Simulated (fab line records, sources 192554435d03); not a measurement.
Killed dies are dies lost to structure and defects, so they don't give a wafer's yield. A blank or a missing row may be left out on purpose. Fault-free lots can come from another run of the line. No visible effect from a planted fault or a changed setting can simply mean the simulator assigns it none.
Which tool did it?    flow n5 finfet    Sampling: 24 lots, 72 wafers, 3 of 1938 route steps

WHAT THE GAUGES SHOWED, per wafer
N5_MOL_CONTACT_COAG_CD_MEAS_101: target cd 16 nm. Usual: cd nm 15.93 nm, standard deviation 0.27.
lot   measured      on         cd nm (nm)         flag
L074  day 5 10:26   cd sem-02  15.47 16.49 16.17  
L075  day 5 12:38   cd sem-02  15.80 16.11 15.73  
L076  day 5 21:29   cd sem-03  15.87 15.66 15.44  
L077  day 6 01:13   cd sem-02  15.86 16.07 15.80  
L078  day 6 08:05   cd sem-03  15.60 16.04 15.92  
L079  day 6 13:35   cd sem-02  15.80 16.41 16.07  
L080  day 6 23:11   cd sem-02  15.87 16.01 15.68  
L081  day 7 06:40   cd sem-02  15.67 16.06 15.98  
L082  day 7 12:40   cd sem-02  16.15 16.22 15.71  
L083  day 7 14:44   cd sem-02  16.01 15.75 16.18  
L084  day 8 00:34   cd sem-02  16.13 16.00 16.59  
L085  day 8 09:34   cd sem-02  15.43 16.02 16.29  
L086  day 8 15:16   cd sem-03  16.14 16.20 15.95  
L087  day 8 20:01   cd sem-02  15.91 16.56 16.20  
L088  day 8 23:30   cd sem-02  16.08 16.00 15.94  
L089  day 9 03:05   cd sem-03  15.74 15.67 15.63  
L090  day 9 05:47   cd sem-03  15.82 15.80 16.32  
L092  day 9 15:32   cd sem-02  16.00 15.76 16.27  
L091  day 9 15:55   cd sem-01  15.56 15.29 15.81  
L093  day 9 23:41   cd sem-02  16.05 15.58 15.87  
L094  day 10 06:33  cd sem-02  15.57 16.50 15.70  
L095  day 10 13:07  cd sem-03  16.14 15.93 15.89  
L096  day 10 22:20  cd sem-03  16.17 15.78 15.78  
L097  day 10 23:10  cd sem-03  15.83 16.37 16.04  

N5_MOL_CONTACT_COAG_INSPECT_97: inspects for defects (darkfield). Usual: raw defect count 46, standard deviation 16.
lot   measured      on                 raw defect count  flag
L074  day 5 14:16   defect inspect-01  25 30 15          
L075  day 5 17:17   defect inspect-01  43 56 52          
L076  day 6 01:40   defect inspect-01  45 50 48          
L077  day 6 05:01   defect inspect-01  63 37 79          
L078  day 6 12:24   defect inspect-01  52 33 25          
L079  day 6 17:25   defect inspect-02  43 35 85          
L080  day 7 03:01   defect inspect-01  51 22 50          
L081  day 7 10:29   defect inspect-01  38 39 44          
L082  day 7 16:27   defect inspect-02  48 38 74          
L083  day 7 19:27   defect inspect-01  43 62 86          
L084  day 8 04:22   defect inspect-02  60 44 74          
L085  day 8 13:46   defect inspect-01  32 37 67          
L086  day 8 19:05   defect inspect-01  33 44 55          
L087  day 8 23:51   defect inspect-01  43 45 37          
L088  day 9 03:22   defect inspect-02  37 22 34          
L089  day 9 06:53   defect inspect-02  23 23 27          
L090  day 9 09:53   defect inspect-02  46 39 31          
L092  day 9 19:24   defect inspect-01  35 58 49          
L091  day 9 22:23   defect inspect-02  61 34 70          
L093  day 10 03:35  defect inspect-01  27 50 45          
L094  day 10 10:21  defect inspect-02  42 61 56          
L095  day 10 16:56  defect inspect-01  63 40 42          
L096  day 11 02:10  defect inspect-02  49 59 59          
L097  day 11 05:12  defect inspect-02  61 31 44          

WHICH TOOL RAN EACH LOT (tool, then ch and the chambers of the sampled wafers, then the start)
lot   N5_MOL_CONTACT_COAG_CVD_140
L074  cvd w-01 ch 0,1, day 5 10:38
L075  cvd w-01 ch 0,1, day 5 12:51
L076  cvd w-01 ch 0, day 5 21:37
L077  cvd w-01 ch 0,1, day 6 01:21
L078  cvd w-01 ch 0,1, day 6 08:18
L079  cvd w-01 ch 0,1, day 6 13:43
L080  cvd w-01 ch 0,1, day 6 23:19
L081  cvd w-01 ch 0,1, day 7 06:48
L082  cvd w-01 ch 0, day 7 12:47
L083  cvd w-02 ch 0,1, day 7 14:52
L084  cvd w-01 ch 0,1, day 8 00:41
L085  cvd w-02 ch 0, day 8 09:56
L086  cvd w-01 ch 0,1, day 8 15:24
L087  cvd w-01 ch 0,1, day 8 20:09
L088  cvd w-02 ch 0,1, day 8 23:42
L089  cvd w-01 ch 0,1, day 9 03:13
L090  cvd w-01 ch 0,1, day 9 05:55
L092  cvd w-01 ch 0,1, day 9 15:40
L091  cvd w-02 ch 0,1, day 9 16:02
L093  cvd w-01 ch 0,1, day 9 23:49
L094  cvd w-02 ch 0,1, day 10 06:41
L095  cvd w-01 ch 0,1, day 10 13:15
L096  cvd w-01 ch 0,1, day 10 22:28
L097  cvd w-02 ch 0,1, day 10 23:22
- N5_MOL_CONTACT_COAG_CVD_140: deposits W, target thk 66.5 nm, time 215 s.

WHAT THE TOOLS THEMSELVES READ (means of the sampled wafers that have a number; where no wafer has one, the mark that the record gives instead)
N5_MOL_CONTACT_COAG_CVD_140. Usual: heater power w 492 W, standard deviation 47.
lot   tool      heater power w (W)  flag
L074  cvd w-01  510                 
L075  cvd w-01  473                 
L076  cvd w-01  428                 
L077  cvd w-01  503                 
L078  cvd w-01  499                 
L079  cvd w-01  494                 
L080  cvd w-01  468                 
L081  cvd w-01  462                 
L082  cvd w-01  432                 
L083  cvd w-02  519                 
L084  cvd w-01  467                 
L085  cvd w-02  499                 
L086  cvd w-01  476                 
L087  cvd w-01  462                 
L088  cvd w-02  511                 
L089  cvd w-01  504                 
L090  cvd w-01  506                 
L092  cvd w-01  506                 
L091  cvd w-02  508                 
L093  cvd w-01  465                 
L094  cvd w-02  517                 
L095  cvd w-01  471                 
L096  cvd w-01  477                 
L097  cvd w-02  506                 

THE ANSWER, worked out from the rows above alone
Rule: a lot is off if the mean of its wafers that have a number lies more than 3 standard deviations from the usual mean. Also off: a lot with no number at a reading for which 4 or more lots have one. The other lots that the step has rows for count as sound. First the gauges in route order, then the tools' own readings, where a lot's mean is used as printed above. At the first step where some lot is off, the reading lying furthest off is the one used; lots without a number count as furthest.
No lot is off at any reading shown: from this, nothing can be told.

WHAT WAS PUT IN BY THE SIMULATOR
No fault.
